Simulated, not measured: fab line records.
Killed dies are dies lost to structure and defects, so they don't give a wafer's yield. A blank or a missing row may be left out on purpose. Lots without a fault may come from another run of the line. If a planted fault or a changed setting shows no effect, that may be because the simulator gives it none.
The tool behind it: which one? :: flow n5Finfet :: at 1 step of a route of 1938, 11 lots with 33 wafers sampled

== WHAT THE GAUGES SHOWED, per wafer ==
N5_BEOL_M2_RS_MEAS_58: measures by four-point-probe.
lot: L075
measured: day 7 00:28
on: filmMetro-01
M2_RS (ohm/sq): 0.66 0.67 0.64

lot: L078
measured: day 7 20:07
on: filmMetro-02
M2_RS (ohm/sq): 0.67 0.64 0.69

lot: L080
measured: day 8 04:43
on: filmMetro-01
M2_RS (ohm/sq): 0.71 0.70 0.76

lot: L082
measured: day 8 22:41
on: filmMetro-01
M2_RS (ohm/sq): 0.79 0.77 0.78

lot: L084
measured: day 9 10:16
on: filmMetro-02
M2_RS (ohm/sq): 0.77 0.74 0.78

lot: L086
measured: day 9 15:13
on: filmMetro-02
M2_RS (ohm/sq): 0.74 0.72 0.75

lot: L088
measured: day 10 08:57
on: filmMetro-02
M2_RS (ohm/sq): 0.67 0.67 0.71

lot: L090
measured: day 10 21:38
on: filmMetro-02
M2_RS (ohm/sq): 0.71 0.68 0.72

lot: L092
measured: day 11 09:58
on: filmMetro-02
M2_RS (ohm/sq): 0.68 0.70 0.72

lot: L094
measured: day 11 20:01
on: filmMetro-01
M2_RS (ohm/sq): 0.67 0.66 0.67

lot: L096
measured: day 12 10:50
on: filmMetro-01
M2_RS (ohm/sq): 0.72 0.68 0.67

== WHAT TOOL EACH LOT RAN ON (gives the tool, then ch and the chambers of the sampled wafers, and finally the start) ==
There is no process step in the record ahead of these readings.

== THE ANSWER, worked out from the rows above alone ==
Rule: what is usual is taken from the lots themselves. The widest of any qualifying gaps counts: lots, ordered by their means at a reading, are off when they make up no more than a third of the lots, leave a main group of 4 or more, and stand apart from it by 3 or more times the standard deviation of that group's means. A main group is skipped when, at the precision printed for the reading in the tables above, its means are all equal. A lot without any number at a reading at which 4 lots or more have one is off too. The other lots that the step has rows for count as sound.
Across all readings shown, no lot is off: no conclusion can be drawn from this.

== WHAT THE SIMULATOR HAD INSERTED ==
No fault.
